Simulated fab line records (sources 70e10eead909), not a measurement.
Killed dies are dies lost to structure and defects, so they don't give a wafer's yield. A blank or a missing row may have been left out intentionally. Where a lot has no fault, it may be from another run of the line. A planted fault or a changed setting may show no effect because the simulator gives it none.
2 desks looking at one fault / flow nand-harc / each desk holds nothing but its own numbers, with what lay behind them at the end

== TOOL OWNER'S DESK, rie-diel-12 ==
The tool's own readings at NHARC_A_STAIRCASE_HM_OPEN_457 (chemistry O2/COS): means of the sampled wafers that have a number, for each lot that ran on this tool. The brackets show how far a lot's mean lies from the usual mean; more than 4 standard deviations puts the lot out of limits, marked OUT.
Columns: A = bias-w at NHARC_A_STAIRCASE_HM_OPEN_457, usual 299.9 W; B = drypump-motor-current-A at NHARC_A_STAIRCASE_HM_OPEN_457, usual 5.9 A; C = oes-product-au at NHARC_A_STAIRCASE_HM_OPEN_457, usual 1.001 a.u.; D = rf-fwd-power-W at NHARC_A_STAIRCASE_HM_OPEN_457, usual 499.1 W; E = rf-vpp-V at NHARC_A_STAIRCASE_HM_OPEN_457, usual 469 V; F = showerhead-plenum-p-Torr at NHARC_A_STAIRCASE_HM_OPEN_457, usual 3.19 Torr; G = throttle-valve-pct at NHARC_A_STAIRCASE_HM_OPEN_457, usual 28.330 %
lot=L101; first seen here=day 16 15:04; A=299.8; B=5.7; C=1.003; D=501.5; E=466; F=3.06; G=28.332
lot=L102; first seen here=day 17 13:26; A=299.7; B=5.6; C=1.009; D=497.0; E=464; F=2.94; G=28.337
lot=L105; first seen here=day 17 23:37; A=300.3; B=5.6; C=1.001; D=500.8; E=463; F=2.94; G=28.330
lot=L106; first seen here=day 18 19:55; A=299.6; B=6.2; C=0.997; D=498.4; E=467; F=3.14; G=28.340
lot=L112; first seen here=day 21 14:37; A=300.3; B=5.7; C=1.005; D=498.8; E=468; F=3.19; G=28.324
lot=L119; first seen here=day 23 19:00; A=299.7; B=5.9; C=1.003; D=499.6; E=468; F=3.17; G=28.332
lot=L121; first seen here=day 25 11:12; A=300.4; B=5.9; C=1.007; D=499.9; E=468; F=3.17; G=28.338
This desk's verdict: no lot among the 7 shows anything out of limits.

== AT THE METROLOGY DESK ==
Means of the sampled wafers that have a number, per lot and without regard to the tool the lot ran on: this is what the gauges read. The brackets show how far a lot's mean lies from the usual mean; more than 4 standard deviations puts the lot out of limits, marked OUT.
Columns: A = thk-nm at NHARC_A_M1_THK_MEAS_24, usual 154.1 nm
lot=L100; first seen here=day 23 11:58; A=154.8
lot=L101; first seen here=day 23 13:19; A=155.5
lot=L102; first seen here=day 23 23:49; A=152.7
lot=L105; first seen here=day 24 15:55; A=153.6
lot=L106; first seen here=day 25 14:45; A=154.6
lot=L107; first seen here=day 25 21:37; A=154.0
lot=L110; first seen here=day 26 18:10; A=152.9
lot=L112; first seen here=day 27 23:08; A=154.3
lot=L114; first seen here=day 28 23:19; A=155.1
lot=L115; first seen here=day 29 07:53; A=153.3
lot=L119; first seen here=day 30 13:37; A=154.5
lot=L121; first seen here=day 31 21:34; A=153.0
This desk's verdict: no lot among the 12 shows anything out of limits.

== BROUGHT TOGETHER ==
The desk of the tool owner found nothing out of limits.
Metrology desk: nothing out of limits seen.

== WHAT THE SIMULATOR PUT IN ==
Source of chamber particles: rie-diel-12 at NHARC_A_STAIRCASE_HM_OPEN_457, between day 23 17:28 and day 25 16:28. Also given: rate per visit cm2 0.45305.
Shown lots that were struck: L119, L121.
